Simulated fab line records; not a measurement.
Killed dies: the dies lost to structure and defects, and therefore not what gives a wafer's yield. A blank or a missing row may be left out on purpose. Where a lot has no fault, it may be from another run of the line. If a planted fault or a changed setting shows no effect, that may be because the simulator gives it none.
Chamber matching | flow n5Finfet | 4 sister chambers for N5_MOL_CONTACT_COAG_ALD_123 on aldSin-03
The step deposits SiNx, target thk 5 nm, pulse time 1 s, purge time 2 s. 16 wafers are shown with their chamber, then 8 later ones without.

WAFERS, EACH WITH ITS CHAMBER
wafer  | chamber | heaterPowerW (W) | precursorPulseHeightRel
L076.3 | 1       | 799              | 0.975
L076.5 | 2       | 879              | 0.983
L076.6 | 3       | 819              | 0.992
L077.2 | 1       | 843              | 1.018
L077.3 | 3       | 814              | 1.004
L077.4 | 0       | 856              | 0.993
L080.3 | 1       | 823              | 1.010
L080.4 | 2       | 873              | 0.996
L080.6 | 0       | 834              | 0.974
L081.3 | 0       | 884              | 1.058
L081.4 | 1       | 828              | 0.992
L081.6 | 0       | 853              | 1.021
L087.1 | 1       | 817              | 1.018
L087.2 | 3       | 796              | 0.987
L087.4 | 0       | 851              | 0.982
L089.1 | 3       | 807              | 1.004

SIGNATURES (means of the wafers above)
reading                 | chamber 0 | chamber 1 | chamber 2 | chamber 3 | scatter within a chamber
heaterPowerW            | 855.60    | 822.00    | 876.00    | 809.00    | 14.9
precursorPulseHeightRel | 1.00560   | 1.00260   | 0.98950   | 0.99675   | 0.0231
Rule: distance of a wafer from a chamber = root of the sum over the readings of ((wafer's reading minus chamber's mean) / reading's scatter) squared. If the next closest chamber is less than 2 further off than the closest, the wafer can't be placed; otherwise it belongs to the closest. The scatter is the square root of a quotient: the sum, over the shown wafers, of each reading's squared deviation from its chamber's mean, divided by wafers minus chambers.

WAFERS MISSING THEIR CHAMBER
wafer  | heaterPowerW (W) | precursorPulseHeightRel
L089.4 | 805              | 1.006
L089.6 | 813              | 0.974
L090.1 | 861              | 0.987
L090.3 | 825              | 1.032
L090.5 | 809              | 0.995
L096.2 | 886              | 1.000
L096.4 | 877              | 0.961
L096.6 | 884              | 1.013

THE CHAMBER EACH PASSED THROUGH
wafer  | from the rows above          | in truth
L089.4 | can't be placed: 3 or 1      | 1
L089.6 | can't be placed: 3 or 1      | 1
L090.1 | can't be placed: 0 or 2 or 1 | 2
L090.3 | can't be placed: 1 or 3 or 0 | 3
L090.5 | can't be placed: 3 or 1      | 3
L096.2 | can't be placed: 2 or 0      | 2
L096.4 | can't be placed: 2 or 0      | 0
L096.6 | can't be placed: 2 or 0      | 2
0 of 8 placed correctly. From these rows, 8 cannot be placed; in 8 the true chamber is one of the candidates. Number placed wrongly: 0.
